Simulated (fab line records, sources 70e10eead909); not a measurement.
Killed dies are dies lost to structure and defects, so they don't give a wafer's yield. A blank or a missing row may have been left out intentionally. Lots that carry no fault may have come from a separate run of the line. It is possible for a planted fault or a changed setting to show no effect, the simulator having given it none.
Chamber matching | flow nand-harc | 4 sister chambers for NHARC_P_ZERO_WELL_DESCUM_54 on rie-diel-06
The step chemistry O2, time 3 s. 16 wafers are shown with their chamber, then 8 later ones without.

## EACH WAFER AND ITS CHAMBER
wafer  | chamber | drypump-motor-current-A (A) | showerhead-plenum-p-Torr (Torr) | oes-product-au (a.u.)
L692.2 | 1       | 5.9                         | 1.91                            | 1.009
L692.3 | 3       | 5.2                         | 1.93                            | 0.999
L692.5 | 2       | 5.3                         | 1.99                            | 1.015
L693.2 | 2       | 5.3                         | 1.99                            | 0.997
L693.4 | 3       | 5.2                         | 1.93                            | 0.988
L693.5 | 0       | 6.1                         | 1.96                            | 1.002
L701.1 | 3       | 5.2                         | 1.92                            | 1.001
L701.3 | 0       | 6.1                         | 1.96                            | 1.009
L701.4 | 2       | 5.3                         | 1.98                            | 1.014
L706.1 | 2       | 5.2                         | 1.98                            | 0.994
L706.3 | 0       | 6.1                         | 1.95                            | 1.012
L706.5 | 3       | 5.2                         | 1.92                            | 0.996
L708.1 | 1       | 5.9                         | 1.90                            | 1.008
L708.3 | 2       | 5.3                         | 1.97                            | 1.005
L708.4 | 3       | 5.2                         | 1.92                            | 0.987
L712.1 | 2       | 5.3                         | 1.97                            | 0.987

SIGNATURES (averages over the wafers above)
reading                  | chamber 0 | chamber 1 | chamber 2 | chamber 3 | scatter within a chamber
drypump-motor-current-A  | 6.100     | 5.900     | 5.283     | 5.200     | 0.0264
showerhead-plenum-p-Torr | 1.9567    | 1.9050    | 1.9800    | 1.9240    | 0.00728
oes-product-au           | 1.00767   | 1.00850   | 1.00200   | 0.99420   | 0.00843
Rule: distance of a wafer from a chamber = root of the sum over the readings of ((wafer's reading minus chamber's mean) / reading's scatter) squared. The wafer belongs to the nearest chamber; if the next one is less than 2 further off, it can't be placed. The scatter is the square root of a quotient: the sum, over the shown wafers, of each reading's squared deviation from its chamber's mean, divided by wafers minus chambers.

## WAFERS WHOSE CHAMBER IS MISSING
wafer  | drypump-motor-current-A (A) | showerhead-plenum-p-Torr (Torr) | oes-product-au (a.u.)
L712.2 | 5.9                         | 1.89                            | 0.996
L712.6 | 5.3                         | 1.97                            | 0.994
L713.3 | 6.0                         | 1.94                            | 1.012
L713.5 | 6.1                         | 1.95                            | 1.000
L713.6 | 5.2                         | 1.91                            | 0.992
L715.3 | 6.1                         | 1.94                            | 0.988
L715.4 | 5.2                         | 1.91                            | 1.003
L715.6 | 6.1                         | 1.94                            | 0.993

## CHAMBER TAKEN BY EACH
wafer  | from the rows above     | in truth
L712.2 | 1                       | 1
L712.6 | 2                       | 2
L713.3 | can't be placed: 0 or 1 | 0
L713.5 | 0                       | 0
L713.6 | 3                       | 3
L715.3 | 0                       | 0
L715.4 | 3                       | 3
L715.6 | 0                       | 0
Placed correctly: 7 of 8. Unplaceable from these rows: 1, with the true chamber sitting among the candidates in 1. Placed wrongly: 0.
